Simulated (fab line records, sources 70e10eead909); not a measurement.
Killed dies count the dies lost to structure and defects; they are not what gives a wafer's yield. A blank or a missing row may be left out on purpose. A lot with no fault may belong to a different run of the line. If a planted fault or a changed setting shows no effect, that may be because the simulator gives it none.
Chamber matching -- flow nandHarc -- NHARC_A_STAIRCASE_ETCH_253 on rieDiel-01: 4 sister chambers
The step etches the open film in C4F8/O2, target depth 50 nm, time 20.2 s. 33 wafers are shown with their chamber, then 12 later ones without.

## WAFERS PAIRED WITH THEIR CHAMBERS
wafer,chamber,rfVppV (V),oesProductAu (a.u.)
L079.2,2,891,0.963
L079.4,0,897,0.966
L079.5,3,896,0.959
L080.1,2,892,0.956
L080.2,0,895,0.966
L080.3,3,897,0.957
L082.3,3,896,0.970
L082.4,2,892,0.980
L082.5,0,896,0.953
L081.1,3,896,0.977
L081.3,1,892,0.958
L081.5,2,893,0.972
L081.2,2,891,0.971
L081.4,0,895,0.958
L081.6,1,893,0.971
L085.1,1,893,0.949
L085.2,2,892,0.970
L085.3,0,896,0.955
L085.4,3,895,0.965
L085.5,2,892,0.969
L085.6,1,893,0.947
L083.3,3,897,0.981
L083.4,2,892,0.961
L083.6,3,896,0.969
L088.3,3,896,0.962
L088.4,0,895,0.960
L088.5,1,893,0.943
L089.1,0,895,0.942
L089.3,3,895,0.944
L089.5,3,895,0.940
L092.1,1,892,0.920
L092.3,2,891,0.936
L092.5,3,895,0.921

SIGNATURES, as means of the wafers listed above
reading,chamber 0,chamber 1,chamber 2,chamber 3,scatter within a chamber
rfVppV,895.57,892.67,891.78,895.82,0.701
oesProductAu,0.95714,0.94800,0.96422,0.95864,0.0147
Rule: for a wafer and a chamber, the distance is found by dividing, reading by reading, the gap between the wafer's reading and the chamber's mean by the reading's scatter, squaring, summing and taking the root. The wafer belongs to the nearest chamber; if the next one is less than 2 further off, it can't be placed. The scatter: the root of (the sum of the squares of (reading less its chamber's mean) over the shown wafers, divided by (wafers less chambers)).

## WAFERS WITH NO CHAMBER GIVEN
wafer,rfVppV (V),oesProductAu (a.u.)
L092.2,896,0.926
L092.4,895,0.936
L092.6,890,0.936
L094.1,896,0.953
L094.2,888,0.960
L094.3,896,0.960
L093.4,890,0.953
L093.5,891,0.959
L093.6,895,0.976
L095.1,896,0.966
L095.4,890,0.966
L095.6,894,0.984

## THE CHAMBER EACH PASSED THROUGH
wafer,from the rows above,in truth
L092.2,can't be placed: 0 or 3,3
L092.4,can't be placed: 0 or 3 or 1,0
L092.6,can't be placed: 2 or 1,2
L094.1,can't be placed: 3 or 0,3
L094.2,can't be placed: 2 or 1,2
L094.3,can't be placed: 3 or 0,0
L093.4,can't be placed: 2 or 1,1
L093.5,can't be placed: 2 or 1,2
L093.6,can't be placed: 0 or 3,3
L095.1,can't be placed: 3 or 0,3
L095.4,can't be placed: 2 or 1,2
L095.6,can't be placed: 0 or 1 or 3 or 2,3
Correct placement for 0 of the 12. Not placeable from these rows: 12 (in 12, the candidates include the true chamber). 0 placed wrongly.
